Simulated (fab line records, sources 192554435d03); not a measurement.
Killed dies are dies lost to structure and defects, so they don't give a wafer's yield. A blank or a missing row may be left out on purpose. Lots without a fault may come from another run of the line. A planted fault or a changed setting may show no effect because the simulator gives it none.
A struck lot beside a sound one | flow n5_finfet | 23 steps out of a route of 1938
Sound: wafers L780.1, L780.2, L780.5. Struck: wafers L791.4, L791.5, L791.6. The cause comes at the end.
At each step with rows: each side's tool, then ch and its chambers, then its first start. Under that, the readings that differ: sound wafers | struck wafers | difference of the means | sigmas: that difference in standard deviations of wafers without a fault.
alike: readings whose means differ by less than 2 such deviations, and words and numbers that are the same on both sides. not compared: withheld readings, readings that some wafer has no value for, bounds like >300 that may hide the same value, and numbers for which the record gives no deviation and whose values overlap.
The two part at a step that has a row with sigmas, a row that says differs or no value, or rows on one side only. Numbers that don't overlap but have no deviation are shown without sigmas and don't part them. A reading that every wafer of one side lacks parts them only if that side has two wafers or more.

first, 4 steps without rows for these wafers: N5_WELL_APT_EXPOSE_05 (exposes mask NWELL, defocus 0 nm, target cd 200 nm); N5_WELL_APT_PEB_06 (peb time 90 s); N5_WELL_APT_DEVELOP_07 (develop time 45 s); N5_WELL_APT_HARDBAKE_12 (time 120 s).
N5_WELL_APT_CD_MEAS_08: target cd 200 nm.
  sound on cd_sem-03 ch 0, day 1 13:42; struck on cd_sem-02 ch 0, day 4 07:41
  alike: cd_nm
N5_WELL_APT_OVL_MEAS_09:
  sound on overlay-01 ch 0, day 1 13:44; struck on overlay-01 ch 0, day 4 07:43
  reading        | sound  | struck    | difference | sigmas
  NWELL_OVL (nm) | 6 11 5 | -6 -10 -4 | -14        | -2
N5_WELL_APT_INSPECT_10: inspects for defects (macro).
  sound on defect_inspect-01, day 1 13:45; struck on defect_inspect-01, day 4 07:44
  alike: raw_defect_count
N5_WELL_APT_DESCUM_13: chemistry O2, time 7.9 s.
  sound on rie_diel-01 ch 1,2,3, day 1 13:47; struck on rie_diel-04 ch 0,2,3, day 4 07:47
  alike: drypump_motor_current_A, oes_product_au, rf_vpp_V, showerhead_plenum_p_Torr, throttle_valve_pct
  not compared: rf_hours_counter_h
then, 4 steps without rows for these wafers: N5_WELL_APT_IMPLANT_14; N5_WELL_APT_IMPLANT_15; N5_WELL_APT_STRIP_16 (strips in SPM, time 900 s); N5_WELL_APT_HMDS_18 (time 60 s).
N5_WELL_APT_COAT_19: resist thk 950 nm.
  sound on litho_track-04 ch 0, day 1 14:38; struck on litho_track-02, day 4 08:34
  no value came back on the struck wafers for chill_plate_temp_C (C), dispense_pressure_kPa (kPa); on the sound wafers chill_plate_temp_C (C) reads 23.22 23.03 23.03
then, 6 steps without rows for these wafers: N5_WELL_APT_EBR_21; N5_WELL_APT_SOFTBAKE_20 (time 60 s); N5_WELL_APT_EXPOSE_22 (exposes mask PWELL, defocus 0 nm, target cd 200 nm); N5_WELL_APT_PEB_23 (peb time 90 s); N5_WELL_APT_DEVELOP_24 (develop time 45 s); N5_WELL_APT_HARDBAKE_29 (time 120 s).
N5_WELL_APT_CD_MEAS_25: target cd 200 nm.
  sound on cd_sem-02 ch 0, day 1 14:54; struck on cd_sem-01 ch 0, day 4 08:58
  reading    | sound             | struck | difference                    | sigmas
  cd_nm (nm) | 199.5 194.7 196.6 | - - -  | no value on the struck wafers |
N5_WELL_APT_OVL_MEAS_26:
  sound on overlay-01 ch 0, day 1 14:56; struck on overlay-01 ch 0, day 4 08:59
  reading        | sound    | struck | difference                    | sigmas
  PWELL_OVL (nm) | 1 -16 -5 | - - -  | no value on the struck wafers |
N5_BEOL_M4_RC_MEAS_101:
  the record has rows for the sound wafers here (prober-01 ch 0, day 10 14:47) and none for the struck ones
-- the record jumps here: 13 days lie between the struck wafers' starts before and after (it left off in module BEOL_M4 and takes up again in module PASSIVATION, whose first step shown is number 1936 of the route) --
N5_PASSIVATION_PROBE_49:
  sound on prober-01, day 15 01:04; struck on prober-01, day 17 14:40
  reading                  | sound          | struck         | difference | sigmas
  defect_limited_yield (%) | 92.9 90.7 92.7 | 0 0 0          | -92        | -66
  killed_at_front_end      | 26 32 33       | 1144 1129 1121 | +1101      | +99 or more
  killed_dies              | 84 110 86      | 1180 1180 1180 | +1087      | +64
  killed_on_rim            | 14 12 10       | 152 152 152    | +140       | +36
  sort_bin_5_function (%)  | 3.5 5.2 4.6    | 97.7 97.2 96.3 | +92.6      | +93
  sort_n_pass              | 1096 1070 1094 | 0 0 0          | -1087      | -57
  sort_yield_pct (%)       | 92.9 90.7 92.7 | 0 0 0          | -92        | -58
  alike: killed_at_M0_to_M3, killed_at_M4_up, killed_at_contacts, killed_at_other, killed_open, killed_short, sort_bin_4_leakage, sort_bin_6_memory

WHERE THEY PART
First at N5_WELL_APT_OVL_MEAS_09; last, within this record, at N5_PASSIVATION_PROBE_49.

WHY: what the simulator had put in
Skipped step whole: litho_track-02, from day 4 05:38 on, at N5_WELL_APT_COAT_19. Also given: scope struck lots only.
